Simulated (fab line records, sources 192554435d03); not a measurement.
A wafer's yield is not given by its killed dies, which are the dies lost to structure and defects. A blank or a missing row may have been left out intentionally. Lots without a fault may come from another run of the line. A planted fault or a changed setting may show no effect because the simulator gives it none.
One fault seen from 3 desks || flow n5-finfet || what lay behind the numbers comes last; until then each desk has only its own

## FROM THE METROLOGY DESK
What the gauges read for every lot (on any tool): the sampled wafers with a number, averaged. Marked OUT: a lot whose mean sits more than 4 standard deviations from the usual mean, which makes it out of limits; the brackets give that distance.
Columns: A = cd-nm at N5_MIM_BOT_LITHO_CD_MEAS_08, usual 2999.3 nm; B = MIM_BOT_OVL at N5_MIM_BOT_LITHO_OVL_MEAS_11, usual -2 nm
{"lot": "L551", "first seen here": "day 11 15:56", "A": 2999.3, "B": -2}
{"lot": "L552", "first seen here": "day 11 19:35", "A": 2999.8, "B": -8}
{"lot": "L553", "first seen here": "day 11 19:47", "A": 2999.8, "B": -1}
{"lot": "L554", "first seen here": "day 11 20:02", "A": 2999.7, "B": -7}
{"lot": "L562", "first seen here": "day 14 08:47", "A": 2999.3, "B": -5}
{"lot": "L561", "first seen here": "day 14 11:06", "A": 2997.1, "B": -10}
{"lot": "L566", "first seen here": "day 15 09:48", "A": 2999.0, "B": -3}
{"lot": "L567", "first seen here": "day 15 13:54", "A": 3000.8, "B": 1}
{"lot": "L571", "first seen here": "day 16 19:20", "A": 3000.5, "B": 2}
{"lot": "L572", "first seen here": "day 17 11:31", "A": 2999.8, "B": -10}
{"lot": "L574", "first seen here": "day 18 03:25", "A": 2999.0, "B": 2}
{"lot": "L573", "first seen here": "day 18 04:41", "A": 3001.0, "B": 3}
Finding of this desk: none of the 12 lots has anything out of limits.

## THE DEFECT DESK
Lot by lot, what the route's inspections counted, given as the mean of those sampled wafers with a number. Marked OUT: a lot whose mean sits more than 4 standard deviations from the usual mean, which makes it out of limits; the brackets give that distance.
Columns: A = raw-defect-count at N5_BEOL_M15_INSPECT_55, usual 62
{"lot": "L551", "first seen here": "day 11 10:48", "A": 57}
{"lot": "L552", "first seen here": "day 11 13:10", "A": 57}
{"lot": "L553", "first seen here": "day 11 13:27", "A": 77}
{"lot": "L554", "first seen here": "day 11 15:40", "A": 71}
{"lot": "L562", "first seen here": "day 14 03:28", "A": 51}
{"lot": "L561", "first seen here": "day 14 04:25", "A": 54}
{"lot": "L566", "first seen here": "day 15 04:44", "A": 39}
{"lot": "L567", "first seen here": "day 15 09:55", "A": 43}
{"lot": "L571", "first seen here": "day 16 16:31", "A": 67}
{"lot": "L572", "first seen here": "day 17 08:10", "A": 51}
{"lot": "L574", "first seen here": "day 17 22:23", "A": 87}
{"lot": "L573", "first seen here": "day 18 00:58", "A": 38}
Finding of this desk: none of the 12 lots has anything out of limits.

## AT THE TOOL OWNER'S DESK: rie-metal-01
The tool's own readings at N5_MIM_BOT_ETCH_ETCH_03 (etches the open film in Cl2/BCl3, target depth 12 nm): means of the sampled wafers that have a number, for each lot that ran on this tool. Marked OUT: a lot whose mean sits more than 4 standard deviations from the usual mean, which makes it out of limits; the brackets give that distance.
Columns: A = bias-w at N5_MIM_BOT_ETCH_ETCH_03, usual 100.00 W; B = drypump-motor-current-A at N5_MIM_BOT_ETCH_ETCH_03, usual 5.7 A; C = oes-product-au at N5_MIM_BOT_ETCH_ETCH_03, usual 0.79 a.u.; D = rf-fwd-power-W at N5_MIM_BOT_ETCH_ETCH_03, usual 794.2 W; E = throttle-valve-pct at N5_MIM_BOT_ETCH_ETCH_03, usual 27.60 %
{"lot": "L551", "first seen here": "day 11 16:11", "A": 99.82, "B": 5.8, "C": 0.88, "D": 794.2, "E": 27.68}
{"lot": "L552", "first seen here": "day 11 19:49", "A": 100.23, "B": 5.7, "C": 0.87, "D": 791.7, "E": 27.69}
{"lot": "L562", "first seen here": "day 14 09:18", "A": "95.87 (-14) OUT", "B": 6.0, "C": 0.82, "D": 791.8, "E": 27.73}
{"lot": "L561", "first seen here": "day 14 11:20", "A": "95.89 (-14) OUT", "B": 5.7, "C": 0.84, "D": 794.1, "E": 27.71}
{"lot": "L574", "first seen here": "day 18 03:40", "A": 99.96, "B": 6.2, "C": 0.78, "D": 793.8, "E": 27.78}
{"lot": "L573", "first seen here": "day 18 04:55", "A": 100.08, "B": 6.0, "C": 0.80, "D": 794.6, "E": 27.76}
This desk's finding: out of limits on L561, L562; first on L562, day 14 09:18 (bias-w at N5_MIM_BOT_ETCH_ETCH_03). L551, L552, L574, L573 stayed within limits.

## BROUGHT TOGETHER
On L561, L562, at day 14 09:18, an alarm was possible from the tool owner's desk.
At the metrology desk, nothing out of limits was observed.
Nothing the defect desk looked at was out of limits.
The metrology desk has L561, L562 on record, within its limits.
The defect desk has L561, L562 on record, within its limits.
All the named lots went through N5_MIM_BOT_ETCH_ETCH_03 on rie-metal-01.

## WHAT THE SIMULATOR HAD PUT IN
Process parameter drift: rie-metal-01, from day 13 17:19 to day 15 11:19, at N5_MIM_BOT_ETCH_ETCH_03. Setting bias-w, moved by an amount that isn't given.
Struck lots among those shown: L561, L562.
Delay in hours, fault start to first out-of-limits reading, by desk: the tool owner's desk at 16.
